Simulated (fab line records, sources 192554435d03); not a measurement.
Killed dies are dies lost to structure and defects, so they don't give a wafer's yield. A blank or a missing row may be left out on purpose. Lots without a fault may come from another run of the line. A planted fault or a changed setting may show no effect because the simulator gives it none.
Split-lot experiment | flow n5_finfet | 7 lots, 39 wafers read, on a route of 1938 steps

THE SPLIT
At N5_MOL_CONTACT_COAG_CVD_140 (deposits W, target thk 66.5 nm, time 215 s), the setting target_thk_a was moved away from the recipe's 665 angstrom on 15 of the 39 wafers read, by -42.8% to +36.7%. The other wafers ran this setting at the recipe's value.

The reading is taken at the split's own step.

THE READING
W_of_MOL_CONTACT_COAG_CVD_140.thk_nm (the simulator's own value, which no gauge read), in nm, at N5_MOL_CONTACT_COAG_CVD_140 (deposits W, target thk 66.5 nm, time 215 s). The file gives no usual value for it. The 24 wafers here that ran the recipe average 66.7 nm, standard deviation 0.61 nm.

wafer  | tool, chamber at the split | target_thk_a as run, angstrom | against the recipe | W_of_MOL_CONTACT_COAG_CVD_140.thk_nm, nm | against lot-mates on the recipe
L076.1 | cvd_w-02, 0                | 665                           | recipe             | 66.4                                     | -
L076.2 | cvd_w-02, 1                | 665                           | recipe             | 67.4                                     | -
L076.4 | cvd_w-02, 1                | 665                           | recipe             | 67.4                                     | -
L076.3 | cvd_w-02, 0                | 665                           | recipe             | 66.8                                     | -
L076.5 | cvd_w-02, 0                | 665                           | recipe             | 66                                       | -
L076.6 | cvd_w-02, 1                | 665                           | recipe             | 67.2                                     | -
L079.1 | cvd_w-01, 1                | 665                           | recipe             | 66.6                                     | -
L079.4 | cvd_w-01, 1                | 665                           | recipe             | 67                                       | -
L079.5 | cvd_w-01, 0                | 665                           | recipe             | 65.4                                     | -
L084.1 | cvd_w-01, 1                | 665                           | recipe             | 65.8                                     | -
L084.2 | cvd_w-01, 0                | 380.3                         | -42.8%             | 37.6                                     | -28.6
L084.3 | cvd_w-01, 1                | 380.3                         | -42.8%             | 39                                       | -27.2
L084.4 | cvd_w-01, 0                | 665                           | recipe             | 66.2                                     | -
L084.5 | cvd_w-01, 1                | 665                           | recipe             | 66.6                                     | -
L084.6 | cvd_w-01, 0                | 380.3                         | -42.8%             | 37.8                                     | -28.4
L085.1 | cvd_w-01, 0                | 908.9                         | +36.7%             | 90.8                                     | +23.9
L085.2 | cvd_w-01, 1                | 665                           | recipe             | 67                                       | -
L085.3 | cvd_w-01, 1                | 908.9                         | +36.7%             | 92.4                                     | +25.5
L085.4 | cvd_w-01, 0                | 908.9                         | +36.7%             | 91.6                                     | +24.7
L085.5 | cvd_w-01, 1                | 665                           | recipe             | 67.4                                     | -
L085.6 | cvd_w-01, 0                | 665                           | recipe             | 66.4                                     | -
L088.1 | cvd_w-02, 0                | 877.8                         | +32.0%             | 87.4                                     | +21.4
L088.3 | cvd_w-02, 0                | 877.8                         | +32.0%             | 87.4                                     | +21.4
L088.2 | cvd_w-02, 0                | 665                           | recipe             | 66.2                                     | -
L088.4 | cvd_w-02, 0                | 877.8                         | +32.0%             | 88                                       | +22.0
L088.5 | cvd_w-02, 0                | 665                           | recipe             | 66                                       | -
L088.6 | cvd_w-02, 0                | 665                           | recipe             | 65.8                                     | -
L092.1 | cvd_w-02, 0                | 529.3                         | -20.4%             | 53.2                                     | -14.1
L092.2 | cvd_w-02, 0                | 529.3                         | -20.4%             | 54.4                                     | -12.9
L092.3 | cvd_w-02, 0                | 665                           | recipe             | 67                                       | -
L092.4 | cvd_w-02, 0                | 665                           | recipe             | 67.2                                     | -
L092.5 | cvd_w-02, 0                | 665                           | recipe             | 67.8                                     | -
L092.6 | cvd_w-02, 0                | 529.3                         | -20.4%             | 53.4                                     | -13.9
L097.1 | cvd_w-02, 1                | 665                           | recipe             | 66.8                                     | -
L097.2 | cvd_w-02, 0                | 784.6                         | +18.0%             | 77.4                                     | +10.5
L097.3 | cvd_w-02, 1                | 665                           | recipe             | 67.4                                     | -
L097.4 | cvd_w-02, 0                | 665                           | recipe             | 66.6                                     | -
L097.5 | cvd_w-02, 1,0              | 784.6                         | +18.0%             | 78.8                                     | +11.9
L097.6 | cvd_w-02, 1,0              | 784.6                         | +18.0%             | 78.8                                     | +11.9
Where a row lists several chambers, the file gives one row for several wafers and doesn't say which wafer went through which chamber.

THE FIT
A straight line over all 39 wafers: W_of_MOL_CONTACT_COAG_CVD_140.thk_nm changes by +0.664 nm for each +1% of target_thk_a; r = +1.00; the points scatter about the line by 0.66 nm.
The same after taking each lot's own level away (the mean of its wafers on the recipe; 39 wafers): +0.664 nm for each +1%; r = +1.00; scatter 0.55 nm.
On that fit, the largest move of target_thk_a shifts the reading by 28 nm.
The lots' own levels span 66.00 to 67.33 nm, that is 2.2 times the standard deviation above.
So the lot-to-lot level changes the slope little: the two slopes agree.
Check: with one of the wafers moved furthest among these (-42.8%) left out of the fit, the line predicts -28.4 nm for it against its lot-mates. It came out at -28.6 nm against them.

OTHER SPLITS ON THESE WAFERS
These wafers also went through other splits before the reading. Each is held against what the fit with the lots' levels taken away leaves over:
other split on the same wafers         | wafers away from the commonest value | r with W_of_MOL_CONTACT_COAG_CVD_140.thk_nm (lot level and that fit taken away)
N5_FIN_SAQP_HM_DEP_03 target_thk_a     | 15                                   | +0.09
N5_ILD0_PRECLEAN_10 time_s             | 12                                   | +0.11
N5_MOL_CONTACT_COAG_ALD_133 ald_cycles | 12                                   | +0.15

THE WHOLE CHAIN: every reading that the file lists as answering this split, in the file's order
step                        | what it does                                                    | reading                                                                               | change (the file's fit)                                                              | r (the file's)
N5_MOL_CONTACT_COAG_CVD_140 | deposits W, target thk 66.5 nm, time 215 s                      | W_of_MOL_CONTACT_COAG_CVD_140.thk_nm (the simulator's own value, which no gauge read) | +0.664 nm for each +1% of the setting                                                | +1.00
N5_MOL_CONTACT_COAG_CMP_52  | polishes, stops on SiO2, t overpolish 1.5 s, target thk 66.5 nm | W_of_MOL_CONTACT_COAG_CVD_140.thk_nm (the simulator's own value, which no gauge read) | not straight: 38.13 at the lowest setting, 66.68 at the recipe, 67.07 at the highest | not given

THE FILE'S OWN FIT
W_of_MOL_CONTACT_COAG_CVD_140.thk_nm changes by +0.664 nm for each +1% of target_thk_a, r = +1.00.
